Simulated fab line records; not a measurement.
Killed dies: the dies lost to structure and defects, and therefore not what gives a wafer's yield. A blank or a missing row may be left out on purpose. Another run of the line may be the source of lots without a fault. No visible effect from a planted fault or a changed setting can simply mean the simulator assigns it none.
Chamber matching    flow nand_harc    4 sister chambers for NHARC_P_CONTACT_CMP_01 on cmp-03
The step polishes SiO2, target thk 200 nm. 22 wafers are shown with their chamber, then 11 later ones without.

## EACH WAFER AND ITS CHAMBER
wafer   chamber  motor_current_A (A)
L076.1  2        12.7
L076.3  3        12.4
L076.4  1        12.2
L077.2  1        12.3
L077.5  2        12.3
L077.6  3        12.4
L078.4  3        12.8
L078.5  3        12.2
L078.6  0        12.7
L078.1  0        11.6
L078.2  2        12.0
L078.3  1        12.2
L079.1  0        12.8
L079.4  1        12.5
L079.6  3        12.4
L081.1  2        12.8
L081.2  1        12.9
L081.5  1        12.9
L089.1  2        12.4
L089.4  1        12.7
L089.6  0        12.4
L091.2  2        12.1

SIGNATURES, as means of the wafers listed above
reading          chamber 0  chamber 1  chamber 2  chamber 3  scatter within a chamber
motor_current_A  12.375     12.529     12.383     12.440     0.347
Rule: for each reading, subtract the chamber's mean from the wafer's reading, divide by that reading's scatter and square the result; add these up over the readings and take the root, which gives the wafer's distance from the chamber. If the next closest chamber is less than 2 further off than the closest, the wafer can't be placed; otherwise it belongs to the closest. The scatter is the square root of a quotient: the sum, over the shown wafers, of each reading's squared deviation from its chamber's mean, divided by wafers minus chambers.

## WAFERS WITHOUT THEIR CHAMBER
wafer   motor_current_A (A)
L091.5  12.6
L091.6  12.8
L093.3  13.1
L093.4  11.9
L093.5  13.0
L094.1  11.9
L094.5  12.2
L094.6  12.4
L096.3  12.2
L096.4  12.9
L096.6  12.6

## THE CHAMBER EACH PASSED THROUGH
wafer   from the rows above                in truth
L091.5  can't be placed: 1 or 3 or 2 or 0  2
L091.6  can't be placed: 1 or 3 or 2 or 0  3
L093.3  can't be placed: 1 or 3 or 2 or 0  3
L093.4  can't be placed: 0 or 2 or 3 or 1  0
L093.5  can't be placed: 1 or 3 or 2 or 0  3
L094.1  can't be placed: 0 or 2 or 3 or 1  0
L094.5  can't be placed: 0 or 2 or 3 or 1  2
L094.6  can't be placed: 2 or 0 or 3 or 1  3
L096.3  can't be placed: 0 or 2 or 3 or 1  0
L096.4  can't be placed: 1 or 3 or 2 or 0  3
L096.6  can't be placed: 1 or 3 or 2 or 0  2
Correct placement for 0 of the 11. Can't be placed from these rows: 11 (the true chamber is among the candidates in 11). Number placed wrongly: 0.
